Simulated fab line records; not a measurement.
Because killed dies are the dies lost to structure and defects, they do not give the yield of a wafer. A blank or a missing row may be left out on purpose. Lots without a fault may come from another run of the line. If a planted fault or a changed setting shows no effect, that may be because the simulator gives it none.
The tool behind it: which one? | flow n5-finfet | at 1 step of a route of 1938, 11 lots with 32 wafers sampled

WHAT THE GAUGES SHOWED, per wafer
N5_PASSIVATION_CD_MEAS_30: target cd 4000 nm.
lot  | measured     | on        | cd-nm (nm)
L978 | day 13 01:42 | cd-sem-03 | 3999.5 4002.2 4000.6
L977 | day 13 08:34 | cd-sem-03 | 4000.9 4002.1 4005.9
L986 | day 15 02:21 | cd-sem-02 | 4000.1 3998.4 4000.7
L987 | day 15 06:55 | cd-sem-01 | 3998.2 4002.1 4001.1
L991 | day 16 10:14 | cd-sem-02 | 4003.4 4000.3 4003.8
L990 | day 16 12:04 | cd-sem-02 | 4000.4 3998.1 4001.0
L994 | day 16 22:33 | cd-sem-01 | 3999.6 4001.3 3998.6
L993 | day 17 20:08 | cd-sem-03 | 3999.4 4001.7 3999.8
L998 | day 17 20:17 | cd-sem-02 | 3999.4 4000.8 3998.6
L996 | day 18 00:48 | cd-sem-02 | 4002.4 4000.7 4000.4
L999 | day 18 09:38 | cd-sem-01 | 4000.3 3997.4

WHAT TOOL EACH LOT RAN ON (gives the tool, then ch and the chambers of the sampled wafers, and finally the start)
There is no process step in the record ahead of these readings.

THE ANSWER, worked out from the rows above alone
Rule: the usual values come from the lots themselves. Put in order of their means at a reading, lots are off if they are a third of the lots or fewer, leave a main group of 4 or more, and stand apart from it by a gap of 3 or more times the standard deviation of the main group's means; of several such gaps the widest counts. A main group is skipped when, at the precision printed for the reading in the tables above, its means are all equal. A lot without any number at a reading at which 4 lots or more have one is off too. Where the step has rows for the other lots, those lots are counted as sound.
Nothing can be told from this: no lot is off at any reading shown.

WHAT THE SIMULATOR PUT IN
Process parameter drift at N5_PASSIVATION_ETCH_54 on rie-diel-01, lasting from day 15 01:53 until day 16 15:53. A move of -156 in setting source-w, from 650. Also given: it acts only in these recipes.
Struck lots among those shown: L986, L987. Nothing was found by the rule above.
